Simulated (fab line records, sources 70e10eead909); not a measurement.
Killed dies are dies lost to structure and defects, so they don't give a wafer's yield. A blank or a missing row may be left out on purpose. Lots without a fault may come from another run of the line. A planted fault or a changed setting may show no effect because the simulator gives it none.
Chamber matching | flow nand_harc | NHARC_A_STAIRCASE_DEP_156 on pecvd-03: 3 sister chambers
The step deposits SiNx, target thk 50 nm. 20 wafers are shown with their chamber, then 10 later ones without.

WAFERS WITH THEIR CHAMBER
wafer  | chamber | heater_power_outer_w (W) | heater_power_w (W)
L075.1 | 1       | 333                      | 577
L075.3 | 2       | 491                      | 805
L075.6 | 2       | 521                      | 797
L081.2 | 2       | 478                      | 788
L081.3 | 1       | 330                      | 549
L081.4 | 1       | 321                      | 552
L082.1 | 1       | 332                      | 574
L082.2 | 2       | 403                      | 656
L082.6 | 0       | 439                      | 720
L082.3 | 0       | 420                      | 721
L082.4 | 1       | 340                      | 579
L082.5 | 2       | 399                      | 659
L088.1 | 1       | 286                      | 498
L088.4 | 0       | 389                      | 678
L088.5 | 1       | 294                      | 498
L091.1 | 2       | 476                      | 793
L091.2 | 1       | 348                      | 607
L091.4 | 2       | 483                      | 795
L092.2 | 0       | 455                      | 749
L092.4 | 0       | 455                      | 784

SIGNATURES (means of the wafers above)
reading              | chamber 0 | chamber 1 | chamber 2 | scatter within a chamber
heater_power_outer_w | 431.60    | 323.00    | 464.43    | 33.5
heater_power_w       | 730.40    | 554.25    | 756.14    | 51
Rule: a wafer's distance from a chamber is the root of the sum, over the readings, of the square of ((its reading less the chamber's mean) divided by the reading's scatter). The wafer belongs to the nearest chamber; if the next one is less than 2 further off, it can't be placed. The scatter: the root of (the sum of the squares of (reading less its chamber's mean) over the shown wafers, divided by (wafers less chambers)).

WAFERS WITHOUT THEIR CHAMBER
wafer  | heater_power_outer_w (W) | heater_power_w (W)
L092.6 | 350                      | 597
L095.2 | 384                      | 661
L095.4 | 454                      | 744
L095.5 | 388                      | 693
L097.1 | 390                      | 667
L097.3 | 437                      | 751
L097.5 | 457                      | 749
L097.2 | 442                      | 749
L097.4 | 394                      | 670
L097.6 | 437                      | 755

WHICH CHAMBER EACH WENT THROUGH
wafer  | from the rows above          | in truth
L092.6 | 1                            | 1
L095.2 | can't be placed: 0 or 1 or 2 | 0
L095.4 | can't be placed: 2 or 0      | 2
L095.5 | can't be placed: 0 or 2 or 1 | 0
L097.1 | can't be placed: 0 or 2 or 1 | 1
L097.3 | can't be placed: 0 or 2      | 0
L097.5 | can't be placed: 2 or 0      | 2
L097.2 | can't be placed: 0 or 2      | 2
L097.4 | can't be placed: 0 or 2 or 1 | 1
L097.6 | can't be placed: 0 or 2      | 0
Placed correctly: 1 of 10. Can't be placed from these rows: 9 (the true chamber is among the candidates in 9). Placed wrongly: 0.
